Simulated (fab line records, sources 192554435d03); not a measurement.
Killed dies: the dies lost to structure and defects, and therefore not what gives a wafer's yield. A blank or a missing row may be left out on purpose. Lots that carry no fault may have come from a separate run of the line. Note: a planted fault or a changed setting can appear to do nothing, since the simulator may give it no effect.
fab line records + flow n5_finfet
[record]
- lots = 7
- wafers = 19
- last_day = 17
route steps=1938 shown BEOL_M2@879 BEOL_M4@1111
lots that met no fault: taken from a fault-free run of the same line
start_h: start of the lot's first displayed wafer, in hours after the record's first day + wait_h: how many hours have passed since the lot's step before this one + " repeats the value in the row above + L1.1+2: one row covering several wafers at once + - no value, or no start given + * or withheld: withheld + < > ~ a bound
route shown NAME@n: a module of which the file shows steps, and the number in the route of the first + usual: average and standard deviation across the fault-free wafers + same: alike in all rows + chamber/n: place in a boat + sites: per-site readings + _std_site: standard deviation across them + _edge_site: mean of outer sites minus mean of inner sites + radius_mm: for every site, how far away it sits from the centre of the wafer + mask NAME#n: copy n + behind: the most recent tool/chamber to have shaped the wafer + hold: the reason the lot was held/the length of the hold in hours/how it ended + device: the transistor (n, p or np) that didn't switch + end of line: tests of these same wafers at the route's end + a step without rows: its recipe alone + killed: dies that structure and defects cost at the first sort, which is not the same as the wafer's yield + map: the dies of a wafer, with x for killed, . for not killed, _ for no die there
set.NAME: setting as actually run; set.NAME@STEP: the setting as run at that earlier step + model.NAME: the simulator's own value behind a step, which no gauge read
a table for each step, a row for each wafer; lots at some steps of the route
services: from which hour (start_h, from the record's first day; less than 0 if before it) a tool's chamber was out of use, for how many hours, and why
[[steps]]
[step N5_BEOL_M2_DESCUM_33]
[recipe]
- chemistry = O2
- time_s = 7
- source_power_w = 50
- bias_power_w = 20
- pressure_mtorr = 20
- rf_frequency_hz = 2.712e+07
- temp_c = 40
- resist = CAR-EUV
- o2_flow_sccm = 225
[step N5_BEOL_M2_ETCH_77]
[recipe]
- chemistry = N2/H2
- target = underlayer
- target_depth_a = 65
- mask_material = CAR-EUV
- time_s = 5.2
- ion_energy_ev = 200
- pressure_mtorr = 30
- source_w = 840
- bias_w = 150
- n2_flow_sccm = 200
- h2_flow_sccm = 200
- ends = cleared
[step N5_BEOL_M2_ETCH_69]
[recipe]
- chemistry = CF4
- target = SiARC
- target_depth_a = 156
- mask_material = CAR-EUV
- time_s = 26
- ion_energy_ev = 80
- pressure_mtorr = 40
- source_w = 545
- bias_w = 36
- Ar_flow_sccm = 100
- cf4_flow_sccm = 100
- ends = cleared
[usual]
- drypump_motor_current_A = 5.6/0.5
- etch_rf_on_time_s = 26.2/0.45
- oes_product_au = 0.66/0.067
- rf_vpp_V = 184.4/1.1
- showerhead_plenum_p_Torr = 2.17/0.06
- throttle_valve_pct = 15.70/0.24
| lot.wafer | tool        | chamber | start_h | wait_h | drypump_motor_current_A | etch_rf_on_time_s | oes_product_au | rf_hours_counter_h | rf_vpp_V | showerhead_plenum_p_Torr | throttle_valve_pct |
|-----------|-------------|---------|---------|--------|-------------------------|-------------------|----------------|--------------------|----------|--------------------------|--------------------|
| L902.2    | rie_diel-01 | 2       | 160.71  | 0.0    | 6.1                     | 25.8              | 0.64           | 181                | 184.2    | 2.22                     | 15.73              |
| L902.3    | "           | 3       | "       | "      | 5.2                     | 25.5              | 0.62           | 197                | 185.5    | 2.21                     | 16.06              |
| L902.6    | "           | 3       | "       | "      | 5.2                     | 25.8              | 0.62           | -                  | 184.8    | 2.21                     | 16.07              |
| L905.2    | rie_diel-06 | 3       | 166.98  | 0.0    | 5.8                     | 25.8              | 0.63           | 158                | 182.2    | 2.14                     | 15.87              |
| L905.4    | "           | 2       | "       | "      | 6.6                     | 26.7              | 0.60           | 224                | 183.2    | 2.20                     | 15.84              |
| L905.6    | "           | 2       | "       | "      | 6.6                     | 26.8              | 0.60           | -                  | 185.2    | 2.20                     | 15.85              |
| L912.2    | rie_diel-01 | 0       | 208.33  | 0.0    | 5.2                     | 27.3              | 0.69           | 72                 | 185.1    | 2.07                     | 15.59              |
| L912.5    | "           | 1       | "       | "      | 5.9                     | 25.7              | 0.80           | -                  | 183.8    | 2.10                     | 15.44              |
| L912.6    | "           | 0       | "       | "      | 5.2                     | 27.0              | 0.69           | -                  | 183.6    | 2.07                     | 15.61              |
| L911.5    | rie_diel-06 | 0       | 208.62  | 0.0    | 4.9                     | 25.9              | 0.71           | -                  | 184.4    | 2.09                     | 15.63              |
| L911.6    | "           | 3       | "       | "      | 5.8                     | 25.6              | 0.62           | -                  | 183.1    | 2.13                     | 15.88              |
| L913.1    | rie_diel-01 | 3       | 229.48  | 0.0    | 5.3                     | 25.5              | 0.60           | 222                | 184.0    | 2.20                     | 16.09              |
| L913.6    | "           | 3       | "       | "      | 5.2                     | 25.5              | 0.61           | -                  | 184.0    | 2.20                     | 16.11              |
| L917.2    | rie_diel-05 | 1       | 237.09  | 0.0    | 5.7                     | 26.4              | 0.66           | 119                | 185.5    | 2.24                     | 15.78              |
| L917.4    | "           | 1       | "       | "      | 5.7                     | 26.2              | 0.66           | -                  | 185.1    | 2.24                     | 15.78              |
| L917.5    | "           | 2       | "       | "      | 5.1                     | 26.1              | 0.58           | -                  | 184.4    | 2.20                     | 15.98              |
| L923.3    | rie_diel-01 | 3       | 273.14  | 0.0    | 5.2                     | 25.9              | 0.59           | 238                | 185.4    | 2.20                     | 16.13              |
| L923.4    | "           | 2       | "       | "      | 6.1                     | 26.4              | 0.61           | 221                | 185.1    | 2.20                     | 15.80              |
| L923.5    | "           | 0       | "       | "      | 5.1                     | 27.0              | 0.66           | -                  | 184.2    | 2.07                     | 15.65              |
[step N5_BEOL_M2_ALD_98]
[recipe]
- material = SiO2
- target_thk_a = 25
- temp_c = 100
- ald_precursor_family = BDEAS
- ald_co_reactant = O2-plasma
- pulse_time_s = 1
- co_reactant_pulse_time_s = 1
- purge_time_s = 2
- co_reactant_purge_time_s = 2
- ald_cycles = 17
- pressure_torr = 2
[usual]
- heater_power_outer_w = 42/5.6
- heater_power_w = 79/9.4
- precursor_pulse_height_rel = 1.002/0.021
[same]
- ald_cycles = 17
| lot.wafer | tool       | chamber | start_h | wait_h | heater_power_outer_w | heater_power_w | precursor_pulse_height_rel |
|-----------|------------|---------|---------|--------|----------------------|----------------|----------------------------|
| L902.2    | ald_sin-03 | 0       | 161.45  | 0.7    | 44                   | 88             | 1.004                      |
| L902.3    | "          | 3       | "       | "      | 46                   | 83             | 1.006                      |
| L902.6    | "          | 1       | "       | "      | 49                   | 88             | 1.025                      |
| L905.2    | ald_sin-04 | 2       | 167.07  | 0.1    | 52                   | 95             | 0.991                      |
| L905.4    | "          | 1       | "       | "      | 41                   | 80             | 1.005                      |
| L905.6    | "          | 0       | "       | "      | 30                   | 59             | 0.978                      |
| L912.2    | ald_sin-03 | 2       | 208.78  | 0.4    | 44                   | 79             | 0.993                      |
| L912.5    | "          | 0       | "       | "      | 44                   | 85             | 0.993                      |
| L912.6    | "          | 1       | "       | "      | 47                   | 92             | 1.030                      |
| L911.5    | ald_sin-03 | 3       | 208.92  | 0.3    | 46                   | 84             | 1.009                      |
| L911.6    | "          | 0       | "       | "      | 45                   | 84             | 1.026                      |
| L913.1    | ald_sin-04 | 2       | 229.57  | 0.1    | 49                   | 90             | 0.994                      |
| L913.6    | "          | 3       | "       | "      | 36                   | 63             | 0.996                      |
| L917.2    | ald_sin-04 | 0       | 237.18  | 0.1    | 31                   | 61             | 1.036                      |
| L917.4    | "          | 2       | "       | "      | 51                   | 92             | 0.987                      |
| L917.5    | "          | 0       | "       | "      | 31                   | 61             | 0.969                      |
| L923.3    | ald_sin-04 | 0       | 273.29  | 0.1    | 31                   | 61             | 1.015                      |
| L923.4    | "          | 3       | "       | "      | 36                   | 62             | 0.957                      |
| L923.5    | "          | 3       | "       | "      | 35                   | 62             | 0.988                      |
[step N5_BEOL_M2_ETCHBACK_99]
[recipe]
- chemistry = CHF3
- target = SiO2
- target_depth_a = 50
- time_s = 10.4
- source_w = 215
- bias_w = 47
- Ar_flow_sccm = 200
- CHF3_flow_sccm = 12
- ion_energy_ev = 100
- pressure_mtorr = 30
[step N5_BEOL_M2_ETCH_70]
[recipe]
- chemistry = N2/H2
- target = SOC
- target_depth_a = 800
- overetch_a = 240
- mask_material = SiARC
- temp_c = 40
- time_s = 130
- ion_energy_ev = 200
- pressure_mtorr = 30
- source_w = 840
- bias_w = 150
- n2_flow_sccm = 200
- h2_flow_sccm = 200
[usual]
- drypump_motor_current_A = 5.6/0.5
- oes_product_au = 0.57/0.057
- rf_vpp_V = 524.5/2.2
- showerhead_plenum_p_Torr = 2.56/0.076
- throttle_valve_pct = 17.88/0.23
| lot.wafer | tool        | chamber | start_h | wait_h | drypump_motor_current_A | oes_product_au | rf_hours_counter_h | rf_vpp_V | showerhead_plenum_p_Torr | throttle_valve_pct |
|-----------|-------------|---------|---------|--------|-------------------------|----------------|--------------------|----------|--------------------------|--------------------|
| L902.2    | rie_diel-05 | 1       | 165.10  | 0.0    | 5.8                     | 0.59           | 91                 | 528.8    | 2.67                     | 17.95              |
| L902.3    | "           | 2       | "       | "      | 5.1                     | 0.52           | 212                | 526.0    | 2.63                     | 18.07              |
| L902.6    | "           | 0       | "       | "      | 6.6                     | 0.50           | -                  | 523.6    | 2.50                     | 17.87              |
| L905.2    | rie_diel-01 | 1       | 171.33  | 0.0    | 5.9                     | 0.70           | 6                  | 524.3    | 2.50                     | 17.65              |
| L905.4    | "           | 2       | "       | "      | 6.1                     | 0.54           | 185                | 525.9    | 2.64                     | 18.06              |
| L905.6    | "           | 2       | "       | "      | 6.1                     | 0.54           | -                  | 527.6    | 2.64                     | 18.05              |
| L912.2    | rie_diel-01 | 2       | 210.28  | 0.0    | 6.1                     | 0.54           | 200                | 526.9    | 2.64                     | 18.07              |
| L912.5    | "           | 0       | "       | "      | 5.2                     | 0.61           | -                  | 521.6    | 2.45                     | 17.64              |
| L912.6    | "           | 3       | "       | "      | 5.2                     | 0.52           | -                  | 525.5    | 2.60                     | 18.19              |
| L911.5    | rie_diel-01 | 0       | 213.84  | 0.0    | 5.2                     | 0.60           | -                  | 522.6    | 2.45                     | 17.65              |
| L911.6    | "           | 1       | "       | "      | 5.9                     | 0.67           | -                  | 521.3    | 2.49                     | 17.68              |
| L913.1    | rie_diel-01 | 2       | 231.34  | 0.0    | 6.1                     | 0.53           | 206                | 525.5    | 2.64                     | 18.09              |
| L913.6    | "           | 1       | "       | "      | 5.9                     | 0.66           | -                  | 522.5    | 2.49                     | 17.70              |
| L917.2    | rie_diel-06 | 0       | 243.69  | 0.0    | 4.9                     | 0.61           | 68                 | 521.9    | 2.48                     | 17.79              |
| L917.4    | "           | 3       | "       | "      | 5.8                     | 0.53           | 183                | 523.9    | 2.53                     | 18.06              |
| L917.5    | "           | 2       | "       | "      | 6.6                     | 0.51           | -                  | 524.3    | 2.60                     | 17.89              |
| L923.3    | rie_diel-05 | 1       | 274.29  | 0.0    | 5.7                     | 0.56           | 132                | 526.1    | 2.66                     | 18.01              |
| L923.4    | "           | 3       | "       | "      | 5.7                     | 0.59           | -                  | 526.5    | 2.67                     | 17.53              |
| L923.5    | "           | 0       | "       | "      | 6.6                     | 0.70           | -                  | 521.6    | 2.49                     | 17.53              |
[step N5_BEOL_M2_STRIP_71]
[recipe]
- chemistry = N2/H2
- temp_c = 40
- n2_flow_sccm = 200
- h2_flow_sccm = 200
- rf_frequency_hz = 6e+07
[step N5_BEOL_M2_STRIP_78]
[recipe]
- chemistry = N2/H2
- temp_c = 40
- n2_flow_sccm = 200
- h2_flow_sccm = 200
- rf_frequency_hz = 6e+07
[step N5_BEOL_M2_VIA_ETCH_34]
[recipe]
- chemistry = C4F6/O2
- target_depth_a = 694
- mask_material = SOC
- pressure_mtorr = 15
- ion_energy_ev = 250
- taper_deg = 4
- time_s = 65.9
- source_w = 350
- bias_w = 170
- Ar_flow_sccm = 300
- C4F6_flow_sccm = 10
- O2_flow_sccm = 10
[step N5_BEOL_M2_STRIP_83]
[recipe]
- chemistry = C4F6/O2
- resist = SiARC
- rf_frequency_hz = 6e+07
[step N5_BEOL_M2_STRIP_36]
[recipe]
- chemistry = N2/H2
- power_w = 450
- temp_c = 40
- pressure_mtorr = 20
- rf_frequency_hz = 6e+07
- overash_fraction = 0.3
- bias_power_w = 7
- h2_frac = 0.5
- n2_flow_sccm = 200
- h2_flow_sccm = 200
[usual]
- drypump_motor_current_A = 5.7/0.5
- oes_product_au = 0.77/0.08
- rf_vpp_V = 59.2/1.7
- showerhead_plenum_p_Torr = 2.56/0.076
- throttle_valve_pct = 23.66/0.28
| lot.wafer | tool        | chamber | start_h | wait_h | drypump_motor_current_A | oes_product_au | rf_hours_counter_h | rf_vpp_V | showerhead_plenum_p_Torr | throttle_valve_pct |
|-----------|-------------|---------|---------|--------|-------------------------|----------------|--------------------|----------|--------------------------|--------------------|
| L902.2    | rie_diel-05 | 1       | 165.27  | 0.0    | 5.7                     | 0.80           | 91                 | 59.7     | 2.67                     | 23.86              |
| L902.3    | "           | 2       | "       | "      | 5.1                     | 0.70           | 212                | 61.1     | 2.63                     | 23.78              |
| L902.6    | "           | 0       | "       | "      | 6.6                     | 0.69           | -                  | 56.5     | 2.50                     | 23.74              |
| L905.2    | rie_diel-01 | 1       | 171.50  | 0.0    | 5.9                     | 0.97           | 6                  | 58.7     | 2.49                     | 23.57              |
| L905.4    | "           | 2       | "       | "      | 6.1                     | 0.74           | 185                | 59.4     | 2.64                     | 23.97              |
| L905.6    | "           | 2       | "       | "      | 6.1                     | 0.74           | -                  | 61.3     | 2.64                     | 23.94              |
| L912.2    | rie_diel-01 | 2       | 210.44  | 0.0    | 6.1                     | 0.73           | 200                | 58.2     | 2.63                     | 23.99              |
| L912.5    | "           | 0       | "       | "      | 5.2                     | 0.81           | -                  | 58.2     | 2.45                     | 23.25              |
| L912.6    | "           | 3       | "       | "      | 5.3                     | 0.71           | -                  | 58.9     | 2.60                     | 23.99              |
| L911.5    | rie_diel-01 | 0       | 213.98  | 0.0    | 5.1                     | 0.82           | -                  | 60.1     | 2.45                     | 23.26              |
| L911.6    | "           | 1       | "       | "      | 5.9                     | 0.93           | -                  | 57.1     | 2.49                     | 23.60              |
| L913.1    | rie_diel-01 | 2       | 231.51  | 0.0    | 6.1                     | 0.71           | 207                | 59.8     | 2.63                     | 23.98              |
| L913.6    | "           | 1       | "       | "      | 5.9                     | 0.91           | -                  | 58.4     | 2.48                     | 23.62              |
| L917.2    | rie_diel-06 | 0       | 243.86  | 0.0    | 4.9                     | 0.83           | 68                 | 58.1     | 2.47                     | 23.60              |
| L917.4    | "           | 3       | "       | "      | 5.8                     | 0.71           | 183                | 62.3     | 2.53                     | 23.75              |
| L917.5    | "           | 2       | "       | "      | 6.6                     | 0.69           | -                  | 60.0     | 2.59                     | 23.44              |
| L923.3    | rie_diel-05 | 1       | 274.46  | 0.0    | 5.7                     | 0.74           | 132                | 58.4     | 2.65                     | 23.86              |
| L923.4    | "           | 3       | "       | "      | 5.7                     | 0.81           | -                  | 59.2     | 2.67                     | 23.32              |
| L923.5    | "           | 0       | "       | "      | 6.6                     | 0.95           | -                  | 61.3     | 2.49                     | 23.51              |
[step N5_BEOL_M2_TRENCH_ETCH_37]
[recipe]
- chemistry = C4F6/O2
- target_depth_a = 555.55
- target = SiOC
- time_s = 29.2
- ion_energy_ev = 250
- pressure_mtorr = 30
- source_w = 355
- bias_w = 185
- Ar_flow_sccm = 300
- C4F6_flow_sccm = 10
- O2_flow_sccm = 10
[step N5_BEOL_M2_ETCH_41]
[recipe]
- chemistry = CH3F/O2
- target = SiCN
- target_depth_a = 299
- taper_deg = 2
- time_s = 52.5
- ion_energy_ev = 120
- mask_material = TiN
- pressure_mtorr = 30
- source_w = 395
- bias_w = 75
- Ar_flow_sccm = 150
- CH3F_flow_sccm = 30
- O2_flow_sccm = 20
[usual]
- drypump_motor_current_A = 5.6/0.5
- oes_product_au = 0.77/0.08
- rf_vpp_V = 297.7/1.4
- showerhead_plenum_p_Torr = 2.02/0.058
- throttle_valve_pct = 16.44/0.24
| lot.wafer | tool        | chamber | start_h | wait_h | drypump_motor_current_A | oes_product_au | rf_hours_counter_h | rf_vpp_V | showerhead_plenum_p_Torr | throttle_valve_pct | model.etch.depth_nm |
|-----------|-------------|---------|---------|--------|-------------------------|----------------|--------------------|----------|--------------------------|--------------------|---------------------|
| L902.2    | rie_diel-05 | 1       | 165.34  | -      | 5.8                     | 0.80           | 91                 | 299.3    | 2.10                     | 16.41              | 19.93               |
| L902.3    | "           | 2       | "       | "      | 5.1                     | 0.70           | 212                | 299.8    | 2.08                     | 16.68              | 19.76               |
| L902.6    | "           | 0       | "       | "      | 6.6                     | 0.68           | -                  | 297.0    | 1.98                     | 16.37              | 19.61               |
| L905.2    | rie_diel-01 | 1       | 171.57  | -      | 5.9                     | 0.96           | 6                  | 297.3    | 1.96                     | 16.15              | 20.14               |
| L905.4    | "           | 2       | "       | "      | 6.1                     | 0.73           | 185                | 299.2    | 2.07                     | 16.47              | 19.48               |
| L905.6    | "           | 2       | "       | "      | 6.1                     | 0.74           | -                  | 300.2    | 2.07                     | 16.46              | 19.47               |
| L912.2    | rie_diel-01 | 2       | 210.51  | -      | 6.1                     | 0.73           | 200                | 299.1    | 2.07                     | 16.49              | 19.54               |
| L912.5    | "           | 0       | "       | "      | 5.2                     | 0.73           | -                  | 296.6    | 1.94                     | 16.37              | 16.49               |
| L912.6    | "           | 3       | "       | "      | 5.3                     | 0.72           | -                  | 300.0    | 2.07                     | 16.86              | 20.2                |
| L911.5    | rie_diel-01 | 0       | 214.06  | -      | 5.1                     | 0.73           | -                  | 295.9    | 1.94                     | 16.36              | 16.58               |
| L911.6    | "           | 1       | "       | "      | 5.9                     | 0.94           | -                  | 296.9    | 1.96                     | 16.17              | 20.34               |
| L913.1    | rie_diel-01 | 2       | 231.58  | -      | 6.1                     | 0.65           | 207                | 297.3    | 2.07                     | 16.50              | 16.37               |
| L913.6    | "           | 1       | "       | "      | 5.9                     | 0.91           | -                  | 298.2    | 1.95                     | 16.17              | 20.21               |
| L917.2    | rie_diel-06 | 0       | 243.93  | -      | 4.9                     | 0.82           | 68                 | 296.7    | 1.94                     | 16.27              | 19.85               |
| L917.4    | "           | 3       | "       | "      | 5.8                     | 0.71           | 183                | 296.6    | 1.98                     | 16.54              | 19.73               |
| L917.5    | "           | 2       | "       | "      | 6.6                     | 0.67           | -                  | 298.3    | 2.05                     | 16.59              | 19.16               |
| L923.3    | rie_diel-05 | 1       | 274.53  | -      | 5.7                     | 0.76           | 132                | 299.4    | 2.08                     | 16.49              | 19.78               |
| L923.4    | "           | 3       | "       | "      | 5.7                     | 0.80           | -                  | 299.3    | 2.10                     | 16.03              | 19.91               |
| L923.5    | "           | 0       | "       | "      | 6.6                     | 0.96           | -                  | 296.7    | 1.97                     | 15.98              | 20.07               |
[step N5_BEOL_M2_STRIP_97]
[recipe]
- chemistry = N2/H2
- time_s = 10
- power_w = 450
- temp_c = 40
- pressure_mtorr = 20
- rf_frequency_hz = 6e+07
- bias_power_w = 7
- n2_flow_sccm = 200
- h2_flow_sccm = 200
[usual]
- drypump_motor_current_A = 5.7/0.5
- oes_product_au = 0.77/0.08
- rf_vpp_V = 59.1/0.82
- showerhead_plenum_p_Torr = 2.56/0.076
- throttle_valve_pct = 23.66/0.28
| lot.wafer | tool        | chamber | start_h | wait_h | drypump_motor_current_A | oes_product_au | rf_hours_counter_h | rf_vpp_V | showerhead_plenum_p_Torr | throttle_valve_pct |
|-----------|-------------|---------|---------|--------|-------------------------|----------------|--------------------|----------|--------------------------|--------------------|
| L902.2    | rie_diel-05 | 1       | -       | -      | 5.7                     | 0.79           | 91                 | 60.0     | 2.67                     | 23.83              |
| L902.3    | "           | 2       | "       | "      | 5.1                     | 0.70           | 212                | 61.3     | 2.63                     | 23.77              |
| L902.6    | "           | 0       | "       | "      | 6.6                     | 0.69           | -                  | 59.7     | 2.50                     | 23.76              |
| L905.2    | rie_diel-01 | 1       | -       | -      | 5.9                     | 0.96           | 6                  | 59.2     | 2.49                     | 23.59              |
| L905.4    | "           | 2       | "       | "      | 6.1                     | 0.74           | 185                | 60.4     | 2.64                     | 23.96              |
| L905.6    | "           | 2       | "       | "      | 6.1                     | 0.74           | -                  | 58.9     | 2.64                     | 23.95              |
| L912.2    | rie_diel-01 | 2       | -       | -      | 6.1                     | 0.72           | 200                | 57.7     | 2.63                     | 23.96              |
| L912.5    | "           | 0       | "       | "      | 5.2                     | 0.81           | -                  | 59.1     | 2.45                     | 23.26              |
| L912.6    | "           | 3       | "       | "      | 5.2                     | 0.73           | -                  | 60.3     | 2.60                     | 23.99              |
| L911.5    | rie_diel-01 | 0       | -       | -      | 5.2                     | 0.82           | -                  | 58.4     | 2.45                     | 23.26              |
| L911.6    | "           | 1       | "       | "      | 5.9                     | 0.93           | -                  | 60.1     | 2.49                     | 23.59              |
| L913.1    | rie_diel-01 | 2       | -       | -      | 6.1                     | 0.72           | 207                | 59.1     | 2.63                     | 24.00              |
| L913.6    | "           | 1       | "       | "      | 5.9                     | 0.90           | -                  | 58.6     | 2.48                     | 23.62              |
| L917.2    | rie_diel-06 | 0       | -       | -      | 4.9                     | 0.83           | 68                 | 58.8     | 2.47                     | 23.60              |
| L917.4    | "           | 3       | "       | "      | 5.8                     | 0.71           | 183                | 59.0     | 2.53                     | 23.76              |
| L917.5    | "           | 2       | "       | "      | 6.6                     | 0.68           | -                  | 58.5     | 2.59                     | 23.44              |
| L923.3    | rie_diel-05 | 1       | -       | -      | 5.7                     | 0.76           | 132                | 58.5     | 2.65                     | 23.88              |
| L923.4    | "           | 3       | "       | "      | 5.7                     | 0.81           | -                  | 59.4     | 2.67                     | 23.30              |
| L923.5    | "           | 0       | "       | "      | 6.6                     | 0.96           | -                  | 59.2     | 2.49                     | 23.53              |
[step N5_BEOL_M4_RC_MEAS_101]
[usual]
- DIBL_N = 35.8/1.6
- DIBL_P = 36.0/2.1
- IOFF_N = 0.153/0.026
- IOFF_P = 0.21/0.037
- ION_N = 673/11
- ION_P = 462/7.6
- SS_N = 71.4/0.53
- SS_P = 73.2/0.67
- VT_N = 250/3.2
- VT_P = -250/3.7
| lot.wafer | tool      | chamber | start_h | wait_h | DIBL_N[mV/V] | DIBL_P[mV/V] | IOFF_N[nA/um] | IOFF_P[nA/um] | ION_N[uA/um] | ION_P[uA/um] | SS_N[mV/dec] | SS_P[mV/dec] | VT_N[mV] | VT_P[mV] |
|-----------|-----------|---------|---------|--------|--------------|--------------|---------------|---------------|--------------|--------------|--------------|--------------|----------|----------|
| L902.2    | prober-01 | 0       | 192.11  | 0.2    | 37.4         | 40.7         | 0.186         | 0.31          | 674          | 470          | 71.6         | 74.4         | 249      | -242     |
| L902.3    | "         | 0       | "       | "      | 36.0         | 38.9         | 0.167         | 0.29          | 677          | 471          | 71.6         | 73.6         | 251      | -242     |
| L902.6    | "         | 0       | "       | "      | 36.9         | 39.6         | 0.181         | 0.29          | 683          | 475          | 71.9         | 73.5         | 246      | -242     |
| L905.2    | prober-02 | 0       | 198.70  | 0.2    | 36.6         | 37.1         | 0.172         | 0.22          | 672          | 459          | 71.9         | 73.7         | 247      | -251     |
| L905.4    | "         | 0       | "       | "      | 33.8         | 34.0         | 0.122         | 0.17          | 655          | 456          | 71.3         | 72.7         | 253      | -254     |
| L905.6    | "         | 0       | "       | "      | 35.9         | 37.2         | 0.163         | 0.23          | 678          | 462          | 71.9         | 73.0         | 249      | -249     |
| L912.2    | prober-02 | 0       | 240.85  | 0.2    | 34.3         | 34.2         | 0.139         | 0.19          | 684          | 462          | 71.4         | 72.5         | 250      | -249     |
| L912.5    | "         | 0       | "       | "      | 35.3         | 34.1         | 0.137         | 0.19          | 665          | 462          | 70.9         | 72.5         | 252      | -251     |
| L912.6    | "         | 0       | "       | "      | 35.5         | 36.5         | 0.165         | 0.24          | 690          | 473          | 71.1         | 73.1         | 246      | -246     |
| L911.5    | prober-01 | 0       | 245.89  | 0.6    | 35.1         | 35.6         | 0.145         | 0.17          | 658          | 453          | 71.7         | 72.6         | 250      | -255     |
| L911.6    | "         | 0       | "       | "      | 36.8         | 37.9         | 0.188         | 0.20          | 684          | 451          | 72.5         | 73.9         | 247      | -252     |
| L913.1    | prober-01 | 0       | 251.66  | 0.0    | 35.4         | 35.5         | 0.170         | 0.22          | 681          | 464          | 72.2         | 72.7         | 248      | -249     |
| L913.6    | "         | 0       | "       | "      | 33.7         | 34.3         | 0.134         | 0.19          | 660          | 461          | 71.2         | 72.1         | 251      | -250     |
| L917.2    | prober-01 | 0       | 276.04  | 0.2    | 36.5         | 38.1         | 0.170         | 0.22          | 676          | 474          | 71.2         | 74.0         | 249      | -250     |
| L917.4    | "         | 0       | "       | "      | 32.1         | 32.4         | 0.097         | 0.14          | 646          | 445          | 70.9         | 72.8         | 257      | -258     |
| L917.5    | "         | 0       | "       | "      | 33.8         | 34.6         | 0.127         | 0.17          | 657          | 454          | 71.2         | 73.0         | 253      | -255     |
| L923.3    | prober-01 | 0       | 306.44  | 0.3    | 36.8         | 34.1         | 0.152         | 0.18          | 670          | 456          | 71.5         | 73.1         | 252      | -255     |
| L923.4    | "         | 0       | "       | "      | 36.2         | 35.0         | 0.149         | 0.20          | 674          | 455          | 71.8         | 73.4         | 251      | -254     |
| L923.5    | "         | 0       | "       | "      | 35.1         | 33.0         | 0.130         | 0.17          | 664          | 455          | 71.4         | 73.3         | 253      | -254     |
[[services]]
| tool        | chamber | start_h | hours | kind                          |
|-------------|---------|---------|-------|-------------------------------|
| rie_diel-01 | 1       | 140.38  | -     | clean                         |
| rie_diel-01 | 1       | 140.38  | -     | consumable_replace:focus_ring |
| rie_diel-01 | 1       | 140.38  | 15.4  | scheduled_down                |
| rie_diel-01 | 1       | 140.38  | 15.4  | vent_cycle                    |
| ald_sin-04  | -       | 176.81  | 14.0  | pm                            |
| ald_sin-04  | 0       | 176.81  | 14.0  | vent_cycle                    |
| ald_sin-04  | 1       | 176.81  | 14.0  | vent_cycle                    |
| rie_diel-01 | 1       | 194.65  | 3.8   | repair                        |
| rie_diel-05 | 1       | 208.51  | 1.2   | repair                        |
| rie_diel-05 | 0       | 212.49  | -     | clean                         |
| rie_diel-05 | 0       | 212.49  | -     | consumable_replace:focus_ring |
| rie_diel-05 | 0       | 212.49  | 26.6  | scheduled_down                |
| rie_diel-05 | 0       | 212.49  | 26.6  | vent_cycle                    |
| rie_diel-06 | -       | 229.49  | 2.8   | pm                            |
| ald_sin-04  | 2       | 244.46  | 1.8   | repair                        |
| rie_diel-06 | 2       | 245.69  | -     | clean                         |
| rie_diel-06 | 2       | 245.69  | -     | consumable_replace:focus_ring |
| rie_diel-06 | 2       | 245.69  | 18.1  | scheduled_down                |
| rie_diel-06 | 2       | 245.69  | 18.1  | vent_cycle                    |
| rie_diel-05 | 1       | 251.98  | 3.1   | repair                        |
| rie_diel-05 | 2       | 263.06  | -     | clean                         |
| rie_diel-05 | 2       | 263.06  | -     | consumable_replace:focus_ring |
| rie_diel-05 | 2       | 263.06  | 23.8  | scheduled_down                |
| rie_diel-05 | 2       | 263.06  | 23.8  | vent_cycle                    |
[[key]]
first_sign none at tools or gauges
[model_effect]
- step = N5_BEOL_M2_ETCH_41
- value = etch.depth_nm
- without = 19.66
- struck = 16.48
met_at N5_BEOL_M2_ETCH_41
struck_wafers L911.5,L912.5,L913.1
onset_between 171.57 210.51
[fault]
- kind = process_parameter_drift
- tool = rie_diel-01
- chamber = -
- onset_h = 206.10
- steps = N5_BEOL_M2_ETCH_41
- channel = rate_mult
- offset = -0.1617
- shape = step
- end_h = 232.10
- scope = struck_wafers_only
